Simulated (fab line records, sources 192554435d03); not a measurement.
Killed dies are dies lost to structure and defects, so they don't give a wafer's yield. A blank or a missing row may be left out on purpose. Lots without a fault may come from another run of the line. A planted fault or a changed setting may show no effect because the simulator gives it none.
One fault seen from 3 desks | flow n5_finfet | each desk has only its own numbers; what lay behind them comes last

THE TOOL OWNER'S DESK: pecvd-02
The tool's own readings at N5_BEOL_M15_ILD_DEP_00 (deposits SiO2 from TEOS/O2, target thk 1629.3 nm, time 346.1 s): means of the sampled wafers that have a number, for each lot that ran on this tool. A lot is out of limits, marked OUT, if its mean lies more than 4 standard deviations from the usual mean; the brackets give that distance.
Columns: A = heater_power_w at N5_BEOL_M15_ILD_DEP_00, usual 500 W; B = run_length_s at N5_BEOL_M15_ILD_DEP_00, usual 389.0 s; C = showerhead_plenum_p_Torr at N5_BEOL_M15_ILD_DEP_00, usual 8.34 Torr; D = throttle_valve_pct at N5_BEOL_M15_ILD_DEP_00, usual 18.8 %
lot  | first seen here | A   | B               | C    | D
L818 | day 11 09:10    | 505 | 388.4           | 8.30 | 19.4
L829 | day 14 04:43    | 456 | 344.0 (-71) OUT | 8.34 | 20.4
L830 | day 14 13:11    | 492 | 343.8 (-72) OUT | 8.32 | 19.9
This desk's finding: out of limits on L829, L830; first on L829, day 14 04:43 (run_length_s at N5_BEOL_M15_ILD_DEP_00). In limits: L818.

THE METROLOGY DESK
What the gauges read, lot by lot, whatever tool the lot ran on: means of the sampled wafers that have a number. A lot is out of limits, marked OUT, if its mean lies more than 4 standard deviations from the usual mean; the brackets give that distance.
Columns: A = cd_nm at N5_BEOL_M14_CD_MEAS_28, usual 284.1 nm; B = M15_ILD_THK at N5_BEOL_M15_THK_MEAS_01, usual 1624 nm; C = cd_nm at N5_BEOL_M15_CD_MEAS_17, usual 360.9 nm
lot  | first seen here | A     | B              | C
L818 | day 11 04:43    | 285.4 | 1613           | 360.8
L820 | day 11 15:12    | 284.5 | 1627           | 358.4
L819 | day 11 16:23    | 284.5 | 1622           | 361.7
L823 | day 12 12:53    | 282.7 | 1602           | 361.9
L822 | day 12 13:21    | 285.5 | 1638           | 361.9
L829 | day 13 20:27    | 285.2 | 1419 (-11) OUT | 359.4
L830 | day 14 05:08    | 285.3 | 1411 (-11) OUT | 358.1
L838 | day 16 08:29    | 283.2 | 1610           | 359.1
L840 | day 16 19:03    | 283.6 | 1615           | 361.4
L839 | day 17 04:00    | 282.4 | 1609           | 359.0
This desk's finding: out of limits on L829, L830; first on L829, day 14 04:58 (M15_ILD_THK at N5_BEOL_M15_THK_MEAS_01). In limits: L818, L820, L819, L823, L822, L838, L840, L839.

THE DEFECT DESK
What the inspections along the route counted, lot by lot: means of the sampled wafers that have a number. A lot is out of limits, marked OUT, if its mean lies more than 4 standard deviations from the usual mean; the brackets give that distance.
Columns: A = raw_defect_count at N5_BEOL_M14_INSPECT_55, usual 81
lot  | first seen here | A
L818 | day 11 09:08    | 116
L820 | day 11 18:49    | 85
L819 | day 11 19:05    | 59
L823 | day 12 16:26    | 83
L822 | day 12 17:12    | 110
L829 | day 14 04:40    | 123
L830 | day 14 13:09    | 64
L838 | day 16 14:58    | 107
L840 | day 16 23:55    | 56
L839 | day 17 07:03    | 70
This desk's finding: nothing out of limits on any of the 10 lots.

PUT TOGETHER
The tool owner's desk could have raised an alarm at day 14 04:43, on L829, L830.
The metrology desk could have raised an alarm at day 14 04:58, on L829, L830.
The defect desk saw nothing out of limits.
The defect desk has L829, L830 on record, within its limits.
Of the lots named, all ran N5_BEOL_M15_ILD_DEP_00 on pecvd-02.

WHAT THE SIMULATOR HAD PUT IN
Process parameter drift: pecvd-02, from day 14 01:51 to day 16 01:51, at N5_BEOL_M15_ILD_DEP_00. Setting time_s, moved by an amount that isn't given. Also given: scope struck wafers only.
Lots struck among those shown: L829, L830.
Hours from the fault's start to each desk's first reading out of limits: the tool owner's desk, 3; the metrology desk, 3.
